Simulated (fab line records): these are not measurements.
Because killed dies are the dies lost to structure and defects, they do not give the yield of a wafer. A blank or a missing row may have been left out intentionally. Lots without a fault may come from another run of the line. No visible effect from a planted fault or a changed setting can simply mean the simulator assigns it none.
Chamber matching || flow nand harc || NHARC_A_WL_FILL_ETCHBACK_26 on rie si-03: 4 sister chambers
The step etches the open film in HBr, target depth 52 nm, time 13.3 s. 8 wafers are shown with their chamber, then 8 later ones without.

== WAFERS PAIRED WITH THEIR CHAMBERS ==
{"wafer": "L081.6", "chamber": 1, "drypump motor current A (A)": 5.1, "oes product au (a.u.)": 0.999}
{"wafer": "L084.5", "chamber": 1, "drypump motor current A (A)": 5.0, "oes product au (a.u.)": 1.001}
{"wafer": "L089.1", "chamber": 2, "drypump motor current A (A)": 5.6, "oes product au (a.u.)": 1.028}
{"wafer": "L089.3", "chamber": 0, "drypump motor current A (A)": 5.9, "oes product au (a.u.)": 1.023}
{"wafer": "L091.2", "chamber": 3, "drypump motor current A (A)": 5.6, "oes product au (a.u.)": 1.008}
{"wafer": "L091.3", "chamber": 2, "drypump motor current A (A)": 5.6, "oes product au (a.u.)": 1.014}
{"wafer": "L091.4", "chamber": 0, "drypump motor current A (A)": 5.9, "oes product au (a.u.)": 1.015}
{"wafer": "L093.1", "chamber": 3, "drypump motor current A (A)": 5.5, "oes product au (a.u.)": 1.010}

== WAFERS WHOSE CHAMBER IS MISSING ==
{"wafer": "L093.3", "drypump motor current A (A)": 5.9, "oes product au (a.u.)": 1.017}
{"wafer": "L093.6", "drypump motor current A (A)": 6.0, "oes product au (a.u.)": 1.010}
{"wafer": "L095.1", "drypump motor current A (A)": 5.1, "oes product au (a.u.)": 1.015}
{"wafer": "L095.2", "drypump motor current A (A)": 5.6, "oes product au (a.u.)": 1.025}
{"wafer": "L095.4", "drypump motor current A (A)": 5.6, "oes product au (a.u.)": 1.009}
{"wafer": "L097.1", "drypump motor current A (A)": 5.1, "oes product au (a.u.)": 1.004}
{"wafer": "L097.4", "drypump motor current A (A)": 5.6, "oes product au (a.u.)": 1.012}
{"wafer": "L097.6", "drypump motor current A (A)": 5.6, "oes product au (a.u.)": 1.019}

== THE CHAMBER EACH PASSED THROUGH ==
{"wafer": "L093.3", "from the rows above": 0, "in truth": 0}
{"wafer": "L093.6", "from the rows above": 0, "in truth": 0}
{"wafer": "L095.1", "from the rows above": 1, "in truth": 1}
{"wafer": "L095.2", "from the rows above": 2, "in truth": 2}
{"wafer": "L095.4", "from the rows above": "can't be placed: 3 or 2", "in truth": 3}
{"wafer": "L097.1", "from the rows above": 1, "in truth": 1}
{"wafer": "L097.4", "from the rows above": "can't be placed: 3 or 2", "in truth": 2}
{"wafer": "L097.6", "from the rows above": "can't be placed: 2 or 3", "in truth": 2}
Placed correctly: 5 of 8. Not placeable from these rows: 3 (in 3, the candidates include the true chamber). 0 placed wrongly.
How it was worked out, from the rows above alone: a wafer's distance from a chamber is the root of the sum, over the readings, of the square of ((its reading less the chamber's mean) divided by the reading's scatter). If the next closest chamber is less than 2 further off than the closest, the wafer can't be placed; otherwise it belongs to the closest. Each chamber's mean is taken over the wafers shown for it. How the scatter is found: for the shown wafers, subtract from each reading the mean of its chamber, square and add these, divide the total by (wafers less chambers), then take the root.
